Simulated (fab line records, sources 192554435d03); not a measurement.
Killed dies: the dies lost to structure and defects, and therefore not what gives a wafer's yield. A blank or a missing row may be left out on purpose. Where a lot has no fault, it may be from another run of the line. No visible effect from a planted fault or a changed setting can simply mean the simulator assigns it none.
Matching of chambers ; flow n5_finfet ; pecvd-04 running N5_FIN_SAQP_PECVD_47: 3 sister chambers
The step deposits a-Si from SiH4/He, target thk 45 nm, time 36.3 s. 18 wafers are shown with their chamber, then 9 later ones without.

## EACH WAFER AND ITS CHAMBER
wafer;chamber;throttle_valve_pct (%);showerhead_plenum_p_Torr (Torr);heater_power_w (W)
L074.1;0;18.0;5.64;800
L074.4;2;17.5;5.64;878
L074.6;0;18.3;5.68;833
L078.1;2;17.3;5.64;832
L078.2;1;17.4;5.66;1043
L078.4;2;17.7;5.64;818
L080.2;0;18.1;5.67;828
L080.3;1;17.7;5.67;1036
L080.4;1;17.4;5.67;849
L088.1;2;17.8;5.66;964
L088.4;2;17.7;5.64;965
L088.5;1;17.6;5.69;959
L092.2;0;18.4;5.66;892
L092.4;0;18.1;5.66;923
L092.5;2;17.8;5.65;941
L093.2;1;17.3;5.68;1009
L093.4;1;17.3;5.67;1054
L093.6;0;18.2;5.67;941

SIGNATURES (averages over the wafers above)
reading;chamber 0;chamber 1;chamber 2;scatter within a chamber
throttle_valve_pct;18.183;17.450;17.633;0.171
showerhead_plenum_p_Torr;5.6633;5.6733;5.6450;0.011
heater_power_w;869.50;991.67;899.67;67.5
Rule: distance of a wafer from a chamber = root of the sum over the readings of ((wafer's reading minus chamber's mean) / reading's scatter) squared. If the next closest chamber is less than 2 further off than the closest, the wafer can't be placed; otherwise it belongs to the closest. The scatter: take each reading less its chamber's mean, square it, sum over the shown wafers, divide by the number of wafers less the number of chambers, and take the root.

## WAFERS WITHOUT THEIR CHAMBER
wafer;throttle_valve_pct (%);showerhead_plenum_p_Torr (Torr);heater_power_w (W)
L094.4;18.2;5.67;888
L094.5;18.3;5.67;910
L094.6;17.6;5.68;898
L095.1;17.6;5.69;914
L095.3;17.1;5.66;903
L095.6;17.6;5.67;913
L097.1;18.4;5.66;924
L097.3;17.2;5.67;984
L097.6;18.3;5.66;945

## THE CHAMBER EACH PASSED THROUGH
wafer;from the rows above;in truth
L094.4;0;0
L094.5;0;0
L094.6;can't be placed: 1 or 2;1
L095.1;1;1
L095.3;can't be placed: 1 or 2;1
L095.6;can't be placed: 1 or 2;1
L097.1;0;0
L097.3;1;1
L097.6;0;0
6 of 9 placed correctly. Unplaceable from these rows: 3, with the true chamber sitting among the candidates in 3. 0 placed wrongly.
